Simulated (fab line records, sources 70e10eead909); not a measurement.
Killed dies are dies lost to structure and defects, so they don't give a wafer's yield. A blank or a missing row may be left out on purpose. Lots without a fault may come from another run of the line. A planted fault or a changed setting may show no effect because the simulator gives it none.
A struck lot beside a sound one | flow nand_harc | 13 steps out of a route of 1159
Sound: wafers L402.1, L402.5, L402.6. Struck: wafer L405.3. (L405.5 of the same lot was not struck and is left out.) The cause comes at the end.
At each step with rows: each side's tool, then ch and its chambers, then its first start. Under that, the readings that differ: sound wafers | struck wafers | difference of the means | sigmas: that difference in standard deviations of wafers without a fault.
alike: readings whose means differ by less than 2 such deviations, and words and numbers that are the same on both sides. not compared: withheld readings, readings that some wafer has no value for, bounds like >300 that may hide the same value, and numbers for which the record gives no deviation and whose values overlap.
The two part at a step that has a row with sigmas, a row that says differs or no value, or rows on one side only. Numbers that don't overlap but have no deviation are shown without sigmas and don't part them. A reading that every wafer of one side lacks parts them only if that side has two wafers or more.

first, 1 step without rows for these wafers: NHARC_A_SLIT_SRD_20.
NHARC_A_SLIT_CD_MEAS_21:
  sound on cd_sem-01, day 18 20:02; struck on cd_sem-02, day 19 07:14
  alike: cd_nm
then, 3 steps without rows for these wafers: NHARC_A_SIN_REMOVE_WET_00 (chemistry H3PO4, time 15300 s); NHARC_A_SIN_REMOVE_PRECLEAN_01 (cleans in SC1); NHARC_A_SIN_REMOVE_SRD_02.
NHARC_A_SIN_REMOVE_INSPECT_04:
  sound on defect_inspect-02, day 19 03:34; struck on defect_inspect-01, day 19 14:44
  alike: raw_defect_count
NHARC_A_WL_FILL_ALD_00: deposits Al2O3, target thk 3 nm, pulse time 3 s, ald cycles 30.
  sound on ald_hk-01 ch 0,1,3, day 19 03:42; struck on ald_hk-01 ch 3, day 19 14:48
  alike: heater_power_outer_w, heater_power_w, precursor_pulse_height_rel, susceptor_temp_C
NHARC_A_WL_FILL_RTA_01: time 5 s.
  sound on rtp_anneal-02 ch 0, day 19 03:55; struck on rtp_anneal-01 ch 0, day 19 15:19
  reading             | sound                | struck | difference | sigmas
  lamp_zone_4_pct (%) | 29.8 29.8 29.8       | 30.6   | +0.8       | +2
  wafer_temp_C_max    | 1002.1 1002.4 1001.6 | 1003.8 | +1.8       | +2
  alike: anneal_temp_c_max, lamp_power_pct
NHARC_A_WL_FILL_ALD_02: deposits TiN, target thk 2 nm, pulse time 3 s, ald cycles 100.
  sound on ald_metal-04 ch 0,1,2, day 19 04:14; struck on ald_metal-04 ch 0, day 19 15:28
  alike: heater_power_outer_w, heater_power_w, precursor_pulse_height_rel, susceptor_temp_C
NHARC_A_WL_FILL_CVD_03: deposits W, target thk 40 nm, time 3302 s.
  sound on cvd_w-01 ch 0,1, day 19 06:17; struck on cvd_w-01 ch 1, day 19 16:51
  alike: heater_power_outer_w, heater_power_w, susceptor_temp_C, throttle_valve_pct
NHARC_A_WL_FILL_ETCHBACK_04: etches the open film in NF3, target depth 60 nm, time 120 s.
  sound on rie_metal-02 ch 0,1, day 19 09:39; struck on rie_metal-01 ch 1, day 19 19:17
  reading          | sound             | struck | difference | sigmas
  run_length_s (s) | 141.0 141.3 141.2 | 133.9  | -7.3       | -18
  alike: drypump_motor_current_A, oes_product_au
  not compared: rf_hours_counter_h
NHARC_A_WL_FILL_ETCHBACK_05: etches the open film in Cl2/BCl3, target depth 22 nm, time 60 s.
  sound on rie_metal-02 ch 0,1, day 19 09:53; struck on rie_metal-01 ch 1, day 19 19:29
  reading          | sound          | struck | difference | sigmas
  run_length_s (s) | 81.6 80.7 81.2 | 82.1   | +0.9       | +2
  alike: drypump_motor_current_A, oes_product_au
  not compared: rf_hours_counter_h
-- the record jumps here: 5 days lie between the struck wafers' starts before and after (it left off in module A_WL_FILL and takes up again in module END, whose first step shown is number 1159 of the route) --
NHARC_END_SORT_01:
  sound on prober-01 ch 0, day 23 18:10; struck on prober-02 ch 0, day 24 11:28
  alike: killed_at_array, killed_at_other, killed_at_periphery, killed_dies, killed_open, killed_short

WHERE THEY PART
First at NHARC_A_WL_FILL_RTA_01; last, within this record, at NHARC_A_WL_FILL_ETCHBACK_05. Later steps at which nothing parts them and some readings are alike: NHARC_END_SORT_01.

WHY: what the simulator had put in
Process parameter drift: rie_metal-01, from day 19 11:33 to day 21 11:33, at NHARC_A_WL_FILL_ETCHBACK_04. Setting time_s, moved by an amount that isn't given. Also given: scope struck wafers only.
